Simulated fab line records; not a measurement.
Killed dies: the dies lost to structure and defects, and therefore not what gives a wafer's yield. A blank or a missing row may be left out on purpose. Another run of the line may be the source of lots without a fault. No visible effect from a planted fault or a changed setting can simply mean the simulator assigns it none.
A sampling plan put to the test :: flow nand_harc :: one fab line, 20 faults that these records tell of, each judged on the records of the lots that it struck; 1 more is left out, because the records don't allow judging it
What counts as the plan is the set of the line's own looks, namely the steps on the route at which a gauge or an inspection reads a wafer and does not change it. Where struck wafers have a number at a look and the file lists that look's usual mean and standard deviation on fault-free wafers, the look can be judged. Caught: a look later than the fault's first step finds the struck wafers' mean 4 or more of those standard deviations (sigma) from the usual mean. On the tool: the test repeated on the tool's own readings taken at the fault's steps. If the struck wafers alone have a blank record, or they carry another recipe, that too counts as caught.

== THE FAULTS, as the simulator had put them in ==
1. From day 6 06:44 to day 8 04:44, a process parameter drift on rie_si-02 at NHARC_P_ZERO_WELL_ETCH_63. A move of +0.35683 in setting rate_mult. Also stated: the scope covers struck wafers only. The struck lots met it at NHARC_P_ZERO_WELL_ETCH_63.
2. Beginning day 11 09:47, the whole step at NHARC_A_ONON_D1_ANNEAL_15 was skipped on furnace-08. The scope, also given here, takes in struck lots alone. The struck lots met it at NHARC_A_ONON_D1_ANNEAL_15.
3. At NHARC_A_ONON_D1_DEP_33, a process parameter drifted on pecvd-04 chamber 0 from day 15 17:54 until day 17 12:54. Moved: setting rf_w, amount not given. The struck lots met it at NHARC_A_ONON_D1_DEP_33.
4. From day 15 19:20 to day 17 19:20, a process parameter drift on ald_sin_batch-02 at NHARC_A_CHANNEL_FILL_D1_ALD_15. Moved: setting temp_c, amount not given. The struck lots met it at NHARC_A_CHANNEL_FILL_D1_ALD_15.
5. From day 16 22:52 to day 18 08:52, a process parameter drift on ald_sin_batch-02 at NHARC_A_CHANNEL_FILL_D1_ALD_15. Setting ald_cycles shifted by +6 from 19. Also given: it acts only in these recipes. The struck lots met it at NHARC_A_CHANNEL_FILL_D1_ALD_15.
6. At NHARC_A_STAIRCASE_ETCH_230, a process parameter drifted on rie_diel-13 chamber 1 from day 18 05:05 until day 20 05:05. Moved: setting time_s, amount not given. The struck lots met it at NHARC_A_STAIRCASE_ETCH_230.
7. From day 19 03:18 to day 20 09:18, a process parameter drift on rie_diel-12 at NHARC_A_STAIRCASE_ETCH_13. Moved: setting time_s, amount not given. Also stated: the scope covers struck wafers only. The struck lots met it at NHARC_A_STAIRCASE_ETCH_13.
8. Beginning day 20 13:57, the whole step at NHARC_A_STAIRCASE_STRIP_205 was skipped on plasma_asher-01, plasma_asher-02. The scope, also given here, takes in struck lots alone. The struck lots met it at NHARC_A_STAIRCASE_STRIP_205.
9. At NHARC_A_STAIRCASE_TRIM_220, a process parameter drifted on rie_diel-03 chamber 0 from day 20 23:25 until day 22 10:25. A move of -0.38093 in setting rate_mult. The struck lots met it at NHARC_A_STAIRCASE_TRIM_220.
10. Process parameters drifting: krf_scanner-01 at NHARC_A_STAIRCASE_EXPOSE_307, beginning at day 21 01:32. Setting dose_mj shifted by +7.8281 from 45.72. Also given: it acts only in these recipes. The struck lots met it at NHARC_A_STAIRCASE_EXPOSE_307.
11. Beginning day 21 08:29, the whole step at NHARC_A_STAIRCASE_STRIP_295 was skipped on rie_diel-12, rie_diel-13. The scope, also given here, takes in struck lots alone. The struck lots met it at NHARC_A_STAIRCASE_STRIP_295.
12. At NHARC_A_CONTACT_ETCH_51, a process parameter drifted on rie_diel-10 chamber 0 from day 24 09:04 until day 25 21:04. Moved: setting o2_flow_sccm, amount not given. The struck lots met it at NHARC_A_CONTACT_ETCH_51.
13. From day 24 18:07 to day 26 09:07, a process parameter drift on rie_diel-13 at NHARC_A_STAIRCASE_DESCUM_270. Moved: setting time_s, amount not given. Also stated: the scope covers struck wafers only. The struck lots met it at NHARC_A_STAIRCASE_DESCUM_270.
14. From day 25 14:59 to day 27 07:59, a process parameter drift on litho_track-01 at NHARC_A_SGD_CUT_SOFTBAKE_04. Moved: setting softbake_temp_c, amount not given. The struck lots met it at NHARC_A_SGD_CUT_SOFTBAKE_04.
15. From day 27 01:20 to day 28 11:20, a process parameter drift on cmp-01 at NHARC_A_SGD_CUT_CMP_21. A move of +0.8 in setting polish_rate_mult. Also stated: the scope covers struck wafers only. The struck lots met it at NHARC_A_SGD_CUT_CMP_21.
16. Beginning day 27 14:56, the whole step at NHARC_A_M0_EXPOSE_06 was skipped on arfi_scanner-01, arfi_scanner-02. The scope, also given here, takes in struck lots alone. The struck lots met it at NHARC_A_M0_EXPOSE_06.
17. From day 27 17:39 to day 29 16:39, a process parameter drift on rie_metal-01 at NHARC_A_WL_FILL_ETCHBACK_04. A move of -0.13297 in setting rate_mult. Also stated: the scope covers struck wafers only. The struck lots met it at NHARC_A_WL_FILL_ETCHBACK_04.
18. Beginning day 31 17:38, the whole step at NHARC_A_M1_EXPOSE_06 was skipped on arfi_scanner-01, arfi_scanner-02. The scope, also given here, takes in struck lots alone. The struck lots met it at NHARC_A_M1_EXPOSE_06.
19. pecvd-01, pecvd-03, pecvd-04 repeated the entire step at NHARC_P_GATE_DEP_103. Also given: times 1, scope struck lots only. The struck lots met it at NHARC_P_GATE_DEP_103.
20. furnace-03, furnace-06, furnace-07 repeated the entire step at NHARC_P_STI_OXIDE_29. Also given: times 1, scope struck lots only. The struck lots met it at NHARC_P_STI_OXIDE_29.

== WHAT THE PLAN SAW ==
fault: 1
on the tool itself: oes_product_au +35 sigma
first look that catches it: no look after it can be judged
reading, sigma: -
median hours from its first step to that look: -
hours from the fault's start to the first struck lot there: -
judged looks passed uncaught: 0

fault: 2
on the tool itself: the tool's record is blank for the struck wafers
first look that catches it: not the one look that can be judged after it
reading, sigma: -
median hours from its first step to that look: -
hours from the fault's start to the first struck lot there: -
judged looks passed uncaught: 1

fault: 3
on the tool itself: rf_fwd_power_W -39 sigma
first look that catches it: not the one look that can be judged after it
reading, sigma: strongest: thk_nm at NHARC_A_ONON_D1_THK_MEAS_34, -2.5
median hours from its first step to that look: -
hours from the fault's start to the first struck lot there: -
judged looks passed uncaught: 1

fault: 4
on the tool itself: susceptor_temp_C +92 sigma
first look that catches it: no look after it can be judged
reading, sigma: -
median hours from its first step to that look: -
hours from the fault's start to the first struck lot there: -
judged looks passed uncaught: 0

fault: 5
on the tool itself: under 2 sigma
first look that catches it: no look after it can be judged
reading, sigma: -
median hours from its first step to that look: -
hours from the fault's start to the first struck lot there: -
judged looks passed uncaught: 0

fault: 6
on the tool itself: run_length_s -21 sigma
first look that catches it: no look after it can be judged
reading, sigma: -
median hours from its first step to that look: -
hours from the fault's start to the first struck lot there: -
judged looks passed uncaught: 0

fault: 7
on the tool itself: run_length_s +18 sigma
first look that catches it: no look after it can be judged
reading, sigma: -
median hours from its first step to that look: -
hours from the fault's start to the first struck lot there: -
judged looks passed uncaught: 0

fault: 8
on the tool itself: the tool's record is blank for the struck wafers
first look that catches it: no look after it can be judged
reading, sigma: -
median hours from its first step to that look: -
hours from the fault's start to the first struck lot there: -
judged looks passed uncaught: 0

fault: 9
on the tool itself: oes_product_au -33 sigma
first look that catches it: NHARC_END_SORT_01
reading, sigma: killed_at_array +36
median hours from its first step to that look: 208.7
hours from the fault's start to the first struck lot there: 219
judged looks passed uncaught: 0

fault: 10
on the tool itself: exposure_dose_mJ_cm2 +99 or beyond sigma
first look that catches it: not the one look that can be judged after it
reading, sigma: -
median hours from its first step to that look: -
hours from the fault's start to the first struck lot there: -
judged looks passed uncaught: 1

fault: 11
on the tool itself: the tool's record is blank for the struck wafers
first look that catches it: not the one look that can be judged after it
reading, sigma: -
median hours from its first step to that look: -
hours from the fault's start to the first struck lot there: -
judged looks passed uncaught: 1

fault: 12
on the tool itself: throttle_valve_pct +99 or beyond sigma
first look that catches it: no look after it can be judged
reading, sigma: -
median hours from its first step to that look: -
hours from the fault's start to the first struck lot there: -
judged looks passed uncaught: 0

fault: 13
on the tool itself: run_length_s -4.1 sigma
first look that catches it: not the one look that can be judged after it
reading, sigma: -
median hours from its first step to that look: -
hours from the fault's start to the first struck lot there: -
judged looks passed uncaught: 1

fault: 14
on the tool itself: heater_power_total_W -23 sigma
first look that catches it: no look after it can be judged
reading, sigma: -
median hours from its first step to that look: -
hours from the fault's start to the first struck lot there: -
judged looks passed uncaught: 0

fault: 15
on the tool itself: time_to_endpoint_s -9.8 sigma
first look that catches it: no look after it can be judged
reading, sigma: -
median hours from its first step to that look: -
hours from the fault's start to the first struck lot there: -
judged looks passed uncaught: 0

fault: 16
on the tool itself: no reading that can be judged
first look that catches it: no look after it can be judged
reading, sigma: -
median hours from its first step to that look: -
hours from the fault's start to the first struck lot there: -
judged looks passed uncaught: 0

fault: 17
on the tool itself: oes_product_au -10 sigma
first look that catches it: no look after it can be judged
reading, sigma: -
median hours from its first step to that look: -
hours from the fault's start to the first struck lot there: -
judged looks passed uncaught: 0

fault: 18
on the tool itself: no reading that can be judged
first look that catches it: no look after it can be judged
reading, sigma: -
median hours from its first step to that look: -
hours from the fault's start to the first struck lot there: -
judged looks passed uncaught: 0

fault: 19
on the tool itself: under 2 sigma
first look that catches it: no look after it can be judged
reading, sigma: -
median hours from its first step to that look: -
hours from the fault's start to the first struck lot there: -
judged looks passed uncaught: 0

fault: 20
on the tool itself: no reading that can be judged
first look that catches it: not the one look that can be judged after it
reading, sigma: -
median hours from its first step to that look: -
hours from the fault's start to the first struck lot there: -
judged looks passed uncaught: 1
Dash: fault not caught, or number not given in these records.

Caught at a look: 1 of 20. Caught on the tool: 15 of 20. By one or the other: 15 of 20.
Caught on the tool alone: faults 1, 2, 3, 4, 6, 7, 8, 10, 11, 12, 13, 14, 15, 17.
Caught by neither: faults 5, 16, 18, 19, 20.

== THINNER SAMPLING ==
If the look that catches a fault measured only every second or every third lot, by lot number, the first struck lot would be measured this late in the worst case:
fault: 9
struck lots at that look, in order of time: L350, L351
every lot: 219 h
every second lot: 231 h
every third lot: may miss all 2
Hours: fault start to first struck lot measured. Since the struck wafers were tested as one group against 4 sigma, a single lot by itself may lie under the limit. Other struck lots may not be in these records.

== THE LONGEST TIMED WAY FROM STEP TO LOOK ==
In fault 9, a median of 208.7 hours elapses between NHARC_A_STAIRCASE_TRIM_220 and NHARC_END_SORT_01. No look between them can be judged.
